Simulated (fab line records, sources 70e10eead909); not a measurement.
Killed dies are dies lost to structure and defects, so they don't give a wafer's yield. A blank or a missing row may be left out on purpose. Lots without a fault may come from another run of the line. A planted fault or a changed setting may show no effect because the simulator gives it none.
Which tool did it? | flow nand_harc | 11 lots, 33 wafers sampled, at 4 steps of a route of 1302

WHAT THE GAUGES READ, wafer by wafer
The record holds no reading of a measuring or inspecting step that can be judged against a usual standard deviation.

WHICH TOOL RAN EACH LOT (tool, then ch and the chambers of the sampled wafers, then the start)
lot  | NHARC_A_STAIRCASE_DESCUM_312       | NHARC_A_STAIRCASE_STRIP_316                   | NHARC_A_STAIRCASE_STRIP_476        | NHARC_A_STAIRCASE_DEP_325
L256 | rie_diel-09 ch 1,2,3, day 17 04:07 | rie_diel-09 ch 1,2, day 17 08:09 or earlier   | rie_diel-06 ch 0,3, day 17 08:09   | pecvd-03 ch 0,1, day 18 11:08
L255 | rie_diel-09 ch 0,2, day 17 11:13   | rie_diel-09 ch 0,2,3, day 17 16:04 or earlier | rie_diel-09 ch 1,2,3, day 17 16:04 | pecvd-02 ch 1,2, day 19 00:17
L257 | rie_diel-06 ch 1,2, day 17 19:31   | rie_diel-06 ch 1,2, day 17 23:38 or earlier   | rie_diel-06 ch 0,3, day 17 23:38   | pecvd-01 ch 0,1, day 19 07:49
L262 | rie_diel-09 ch 0,1,2, day 20 00:02 | rie_diel-09 ch 1,2,3, day 20 04:06 or earlier | rie_diel-06 ch 0,1,3, day 20 04:06 | pecvd-02 ch 0,1, day 21 04:59
L263 | rie_diel-09 ch 0,1,3, day 20 16:02 | rie_diel-09 ch 0,3, day 20 20:05 or earlier   | rie_diel-09 ch 0,1,3, day 20 20:05 | pecvd-01 ch 0,1, day 21 22:27
L269 | rie_diel-09 ch 0,2, day 22 20:17   | rie_diel-09 ch 0,1,3, day 23 02:04 or earlier | rie_diel-13 ch 0,1, day 23 02:04   | pecvd-02 ch 0,1,2, day 24 05:13
L268 | rie_diel-13 ch 0,1,3, day 23 10:09 | rie_diel-13 ch 0,1, day 23 14:26 or earlier   | rie_diel-13 ch 1,2,3, day 23 14:26 | pecvd-01 ch 1,2, day 24 18:26
L275 | rie_diel-06 ch 0,1,3, day 25 08:32 | rie_diel-06 ch 2,3, day 25 12:33 or earlier   | rie_diel-09 ch 0,2, day 25 12:33   | pecvd-01 ch 0,1,2, day 26 19:37
L276 | rie_diel-06 ch 0,2, day 25 17:14   | rie_diel-06 ch 1,2,3, day 25 21:58 or earlier | rie_diel-09 ch 0,2, day 25 21:58   | pecvd-01 ch 0,1,2, day 27 02:37
L278 | rie_diel-13 ch 0,1,2, day 26 05:11 | rie_diel-13 ch 1,2,3, day 26 10:41 or earlier | rie_diel-06 ch 0,2,3, day 26 10:41 | pecvd-03 ch 0,1,2, day 27 14:20
L277 | rie_diel-06 ch 1,2, day 26 07:00   | rie_diel-06 ch 2,3, day 26 11:03 or earlier   | rie_diel-13 ch 0,2,3, day 26 11:03 | pecvd-01 ch 1,2, day 27 14:32
- NHARC_A_STAIRCASE_DESCUM_312: chemistry O2, time 3 s.
- NHARC_A_STAIRCASE_STRIP_316: strips in O2.
- NHARC_A_STAIRCASE_STRIP_476: strips in O2, time 20 s.
- NHARC_A_STAIRCASE_DEP_325: deposits SiO2, target thk 7200 nm.

WHAT THE TOOLS THEMSELVES READ (means of the sampled wafers that have a number; where no wafer has one, the mark that the record gives instead)
NHARC_A_STAIRCASE_DESCUM_312. Usual: drypump_motor_current_A 5.6 A, standard deviation 0.45; oes_product_au 0.999 a.u., standard deviation 0.014; rf_vpp_V 57.7 V, standard deviation 0.88; showerhead_plenum_p_Torr 1.93 Torr, standard deviation 0.098; throttle_valve_pct 11.311 %, standard deviation 0.0081.
lot  | tool        | drypump_motor_current_A (A) | oes_product_au (a.u.) | rf_vpp_V (V) | showerhead_plenum_p_Torr (Torr) | throttle_valve_pct (%) | flag
L256 | rie_diel-09 | 5.5                         | 1.000                 | 57.3         | 1.85                            | 11.311                 |
L255 | rie_diel-09 | 5.3                         | 1.008                 | 58.2         | 1.86                            | 11.314                 |
L257 | rie_diel-06 | 5.5                         | 1.017                 | 58.5         | 2.00                            | 11.309                 |
L262 | rie_diel-09 | 5.6                         | 1.009                 | 57.8         | 1.90                            | 11.314                 |
L263 | rie_diel-09 | 5.7                         | 1.000                 | 57.0         | 1.94                            | 11.311                 |
L269 | rie_diel-09 | 5.5                         | 0.976                 | 57.8         | 2.05                            | 11.313                 |
L268 | rie_diel-13 | 6.1                         | 1.008                 | 58.2         | 2.00                            | 11.310                 |
L275 | rie_diel-06 | 5.4                         | 0.991                 | 57.3         | 1.89                            | 11.310                 |
L276 | rie_diel-06 | 5.7                         | 1.011                 | 57.3         | 1.83                            | 11.316                 |
L278 | rie_diel-13 | 5.9                         | 1.004                 | 58.2         | 1.96                            | 11.310                 |
L277 | rie_diel-06 | 5.5                         | 1.002                 | 57.2         | 1.90                            | 11.310                 |

NHARC_A_STAIRCASE_STRIP_316. Usual: drypump_motor_current_A 5.6 A, standard deviation 0.46; oes_product_au 1.000 a.u., standard deviation 0.014; rf_vpp_V 57.9 V, standard deviation 0.95; showerhead_plenum_p_Torr 3.56 Torr, standard deviation 0.17; throttle_valve_pct 17.038 %, standard deviation 0.0094.
lot  | tool        | drypump_motor_current_A (A) | oes_product_au (a.u.) | rf_vpp_V (V) | showerhead_plenum_p_Torr (Torr) | throttle_valve_pct (%) | flag
L256 | rie_diel-09 | 5.4                         | 1.010                 | 56.6         | 3.35                            | 17.032                 |
L255 | rie_diel-09 | 5.3                         | 1.006                 | 58.4         | 3.50                            | 17.044                 |
L257 | rie_diel-06 | 5.5                         | 1.009                 | 58.2         | 3.67                            | 17.035                 |
L262 | rie_diel-09 | 5.5                         | 0.997                 | 57.7         | 3.41                            | 17.043                 |
L263 | rie_diel-09 | 5.4                         | 0.997                 | 57.4         | 3.56                            | 17.048                 |
L269 | rie_diel-09 | 5.7                         | 0.985                 | 57.9         | 3.56                            | 17.039                 |
L268 | rie_diel-13 | 6.1                         | 1.017                 | 58.1         | 3.62                            | 17.027                 |
L275 | rie_diel-06 | 5.3                         | 1.001                 | 57.2         | 3.36                            | 17.049                 |
L276 | rie_diel-06 | 5.3                         | 0.999                 | 57.7         | 3.48                            | 17.034                 |
L278 | rie_diel-13 | 5.9                         | 0.994                 | 58.1         | 3.66                            | 17.043                 |
L277 | rie_diel-06 | 5.3                         | 0.990                 | 57.0         | 3.36                            | 17.045                 |

NHARC_A_STAIRCASE_STRIP_476. Usual: drypump_motor_current_A 5.7 A, standard deviation 0.46; oes_product_au 1.001 a.u., standard deviation 0.014; rf_vpp_V 58.0 V, standard deviation 0.92; showerhead_plenum_p_Torr 3.58 Torr, standard deviation 0.16; throttle_valve_pct 17.036 %, standard deviation 0.0091.
lot  | tool        | drypump_motor_current_A (A) | oes_product_au (a.u.) | rf_vpp_V (V) | showerhead_plenum_p_Torr (Torr) | throttle_valve_pct (%) | flag
L256 | rie_diel-06 | 5.2                         | 0.998                 | 57.4         | 3.36                            | 17.032                 |
L255 | rie_diel-09 | 5.5                         | 1.000                 | 57.8         | 3.42                            | 17.039                 |
L257 | rie_diel-06 | 5.2                         | 0.986                 | 57.1         | 3.36                            | 17.043                 |
L262 | rie_diel-06 | 5.4                         | 0.990                 | 57.2         | 3.50                            | 17.034                 |
L263 | rie_diel-09 | 5.7                         | 0.995                 | 57.8         | 3.57                            | 17.036                 |
L269 | rie_diel-13 | 6.2                         | 1.016                 | 58.2         | 3.63                            | 17.043                 |
L268 | rie_diel-13 | 5.9                         | 0.995                 | 58.3         | 3.67                            | 17.038                 |
L275 | rie_diel-09 | 5.5                         | 0.993                 | 58.6         | 3.75                            | 17.040                 |
L276 | rie_diel-09 | 5.3                         | 0.999                 | 58.8         | 3.77                            | 17.041                 |
L278 | rie_diel-06 | 5.4                         | 0.996                 | 57.1         | 3.36                            | 17.036                 |
L277 | rie_diel-13 | 5.8                         | 1.008                 | 58.3         | 3.66                            | 17.035                 |

NHARC_A_STAIRCASE_DEP_325. Usual: heater_power_w 644 W, standard deviation 77; mfc_precursor_sccm 200.0 sccm, standard deviation 0.62; rf_fwd_power_W 499.3 W, standard deviation 1.4.
lot  | tool     | heater_power_w (W) | mfc_precursor_sccm (sccm) | rf_fwd_power_W (W) | flag
L256 | pecvd-03 | 662                | 200.0                     | 499.9              |
L255 | pecvd-02 | 531                | 200.4                     | 499.5              |
L257 | pecvd-01 | 620                | 200.0                     | 500.4              |
L262 | pecvd-02 | 661                | 200.2                     | 499.1              |
L263 | pecvd-01 | 654                | 200.1                     | 499.4              |
L269 | pecvd-02 | 571                | 199.4                     | 564.0              | OFF
L268 | pecvd-01 | 688                | 200.3                     | 499.7              |
L275 | pecvd-01 | 639                | 200.6                     | 499.3              |
L276 | pecvd-01 | 656                | 199.5                     | 498.8              |
L278 | pecvd-03 | 710                | 199.9                     | 500.2              |
L277 | pecvd-01 | 630                | 200.9                     | 498.8              |

THE ANSWER, worked out from the rows above alone
Rule: a lot is off if the mean of its wafers that have a number lies more than 3 standard deviations from the usual mean. A lot without any number at a reading at which 4 lots or more have one is off too. The other lots that the step has rows for count as sound. The gauges are gone through in route order, then the tools' own readings, and for those a lot's mean is taken as printed above. The first step at which some lot is off is used, and at that step the reading that is off furthest; a lot without a number counts as furthest.
Off: L269, at NHARC_A_STAIRCASE_DEP_325 (rf_fwd_power_W).
A tool fits if, at that step or a process step before it, it ran every lot that is off, and no sound lot after the first of them. NHARC_A_STAIRCASE_STRIP_316 gives no start for some lots, so the hours and the order of its lots are those of NHARC_A_STAIRCASE_STRIP_476. Can't be told from this: 2 tools fit, rie_diel-09 at NHARC_A_STAIRCASE_DESCUM_312 and NHARC_A_STAIRCASE_STRIP_316, pecvd-02 at NHARC_A_STAIRCASE_DEP_325.

WHAT THE SIMULATOR HAD PUT IN
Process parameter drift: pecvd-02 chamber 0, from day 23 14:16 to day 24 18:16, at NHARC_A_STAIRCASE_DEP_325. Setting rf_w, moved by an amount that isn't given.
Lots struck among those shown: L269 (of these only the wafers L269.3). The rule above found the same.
